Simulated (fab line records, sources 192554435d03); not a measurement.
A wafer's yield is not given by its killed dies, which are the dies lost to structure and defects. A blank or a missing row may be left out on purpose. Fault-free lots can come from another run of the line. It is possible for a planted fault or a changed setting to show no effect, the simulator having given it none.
One fault seen from 2 desks | flow n5 finfet | numbers are kept per desk, each desk with only its own; the story behind them comes last

DESK OF THE TOOL OWNER: rie diel-01
The tool's own readings at N5_BEOL_M13_ETCH_67 (etches SiARC in CF4, target depth 143 nm, time 238.3 s): means of the sampled wafers that have a number, for each lot that ran on this tool. If a lot's mean is further than 4 standard deviations from the usual mean, the lot is out of limits and carries the mark OUT (the distance appears in the brackets).
Columns: A = drypump motor current A at N5_BEOL_M13_ETCH_67, usual 5.8 A; B = etch rf on time s at N5_BEOL_M13_ETCH_67, usual 237 s; C = oes product au at N5_BEOL_M13_ETCH_67, usual 0.69 a.u.; D = rf vpp V at N5_BEOL_M13_ETCH_67, usual 184.1 V; E = showerhead plenum p Torr at N5_BEOL_M13_ETCH_67, usual 2.14 Torr; F = throttle valve pct at N5_BEOL_M13_ETCH_67, usual 15.58 %
lot  | first seen here | A   | B              | C    | D     | E    | F
L206 | day 11 10:16    | 6.0 | 230            | 0.72 | 185.2 | 2.20 | 15.58
L209 | day 12 06:05    | 5.4 | 229            | 0.72 | 183.6 | 2.16 | 15.36
L211 | day 12 11:42    | 5.4 | 235            | 0.74 | 183.5 | 2.11 | 15.37
L218 | day 14 01:13    | 6.0 | 206 (-5.3) OUT | 0.79 | 185.6 | 2.16 | 15.52
L219 | day 14 03:28    | 5.3 | 206 (-5.2) OUT | 0.80 | 185.0 | 2.08 | 15.50
Finding of this desk: L218, L219 out of limits; the first was L218 at day 14 01:13, on etch rf on time s at N5_BEOL_M13_ETCH_67. Within limits: L206, L209, L211.

AT THE METROLOGY DESK
Lot by lot, what the gauges showed, no matter which tool ran the lot: averages of those sampled wafers that carry a number. If a lot's mean is further than 4 standard deviations from the usual mean, the lot is out of limits and carries the mark OUT (the distance appears in the brackets).
Columns: A = M13_ILD_THK at N5_BEOL_M13_THK_MEAS_01, usual 835 nm; B = M13_OVL at N5_BEOL_M13_OVL_MEAS_29, usual -1 nm
lot  | first seen here | A   | B
L206 | day 11 08:38    | 834 | 0
L208 | day 11 12:59    | 822 | -0
L210 | day 12 04:15    | 829 | 2
L209 | day 12 04:36    | 828 | 4
L211 | day 12 10:11    | 841 | 0
L218 | day 13 23:40    | 851 | 0
L219 | day 14 01:59    | 842 | -10
L221 | day 15 07:10    | 843 | 3
L224 | day 15 20:01    | 831 | -0
L227 | day 16 11:37    | 832 | 4
L226 | day 16 11:54    | 818 | -6
L228 | day 16 19:44    | 835 | 2
L229 | day 16 20:45    | 819 | -4
Finding of this desk: none of the 13 lots has anything out of limits.

PUT TOGETHER
The tool owner's desk had the chance to raise an alarm at day 14 01:13 on L218, L219.
From the metrology desk's view, nothing was out of limits.
The metrology desk holds a record of L218, L219, inside its limits.
N5_BEOL_M13_ETCH_67 was run on rie diel-01 by each of the lots named.

WHAT THE SIMULATOR PUT IN
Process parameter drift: rie diel-01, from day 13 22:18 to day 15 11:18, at N5_BEOL_M13_ETCH_67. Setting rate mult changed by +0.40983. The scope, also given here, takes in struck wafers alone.
Struck lots among those shown: L218, L219.
Time in hours from fault onset to the first out-of-limits reading at each desk: the tool owner's desk, 3.
